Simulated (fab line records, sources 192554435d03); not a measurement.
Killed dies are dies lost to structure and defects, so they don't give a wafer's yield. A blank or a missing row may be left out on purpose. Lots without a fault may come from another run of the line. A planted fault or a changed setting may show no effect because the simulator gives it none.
One fault seen from 2 desks | flow n5_finfet | each desk has only its own numbers; what lay behind them comes last

THE METROLOGY DESK
What the gauges read, lot by lot, whatever tool the lot ran on: means of the sampled wafers that have a number. A lot is out of limits, marked OUT, if its mean lies more than 4 standard deviations from the usual mean; the brackets give that distance. Of its 11 readings 7 are shown: those that lie furthest out on some lot.
Columns: A = DIBL_N at N5_BEOL_M4_RC_MEAS_101, usual 36.0 mV/V; B = IOFF_N at N5_BEOL_M4_RC_MEAS_101, usual 0.16 nA/um; C = IOFF_P at N5_BEOL_M4_RC_MEAS_101, usual 0.21 nA/um; D = ION_P at N5_BEOL_M4_RC_MEAS_101, usual 461 uA/um; E = VT_N at N5_BEOL_M4_RC_MEAS_101, usual 250 mV; F = VT_P at N5_BEOL_M4_RC_MEAS_101, usual -250.9 mV; G = trench_depth_nm at N5_BEOL_M8_OCD_MEAS_38, usual 93.8 nm
lot  | first seen here | A    | B    | C    | D   | E   | F      | G
L779 | day 7 15:56     | 39.1 | 0.22 | 0.28 | 470 | 246 | -244.6 | 92.4
L781 | day 8 23:30     | 36.9 | 0.19 | 0.23 | 468 | 248 | -247.7 | 92.0
L784 | day 10 02:00    | 34.2 | 0.12 | 0.17 | 457 | 254 | -253.8 | 95.0
L795 | day 12 11:57    | 34.0 | 0.11 | 0.15 | 452 | 257 | -254.6 | -
L796 | day 12 16:12    | 35.2 | 0.16 | 0.21 | 464 | 248 | -249.5 | -
L800 | day 14 04:22    | 36.0 | 0.14 | 0.20 | 458 | 248 | -252.1 | 94.2
L802 | day 14 06:26    | 38.1 | 0.17 | 0.22 | 461 | 249 | -250.7 | 94.4
L801 | day 14 07:43    | 37.3 | 0.17 | 0.24 | 473 | 246 | -247.3 | 94.5
This desk's finding: nothing out of limits on any of the 8 lots.

THE TOOL OWNER'S DESK: rie_diel-06
The tool's own readings at N5_BEOL_M8_STRIP_67 (strips in CF4): means of the sampled wafers that have a number, for each lot that ran on this tool. A lot is out of limits, marked OUT, if its mean lies more than 4 standard deviations from the usual mean; the brackets give that distance.
Columns: A = bias_power_w at N5_BEOL_M8_STRIP_67, usual 75.02 W; B = cf4_flow_sccm at N5_BEOL_M8_STRIP_67, usual 150.0 sccm; C = drypump_motor_current_A at N5_BEOL_M8_STRIP_67, usual 5.6 A; D = oes_product_au at N5_BEOL_M8_STRIP_67, usual 0.81 a.u.; E = rf_vpp_V at N5_BEOL_M8_STRIP_67, usual 271.1 V; F = showerhead_plenum_p_Torr at N5_BEOL_M8_STRIP_67, usual 1.78 Torr; G = throttle_valve_pct at N5_BEOL_M8_STRIP_67, usual 13.52 %
lot  | first seen here | A     | B     | C   | D    | E     | F    | G
L779 | day 8 23:33     | 75.10 | 150.2 | 5.1 | 0.73 | 269.8 | 1.72 | 13.88
L781 | day 10 12:27    | 75.05 | 150.0 | 5.8 | 0.78 | 270.5 | 1.77 | 13.63
L784 | day 11 10:37    | 75.11 | 149.3 | 5.4 | 0.74 | 270.5 | 1.77 | 13.78
This desk's finding: nothing out of limits on any of the 3 lots.

PUT TOGETHER
The metrology desk saw nothing out of limits.
The tool owner's desk saw nothing out of limits.

WHAT THE SIMULATOR HAD PUT IN
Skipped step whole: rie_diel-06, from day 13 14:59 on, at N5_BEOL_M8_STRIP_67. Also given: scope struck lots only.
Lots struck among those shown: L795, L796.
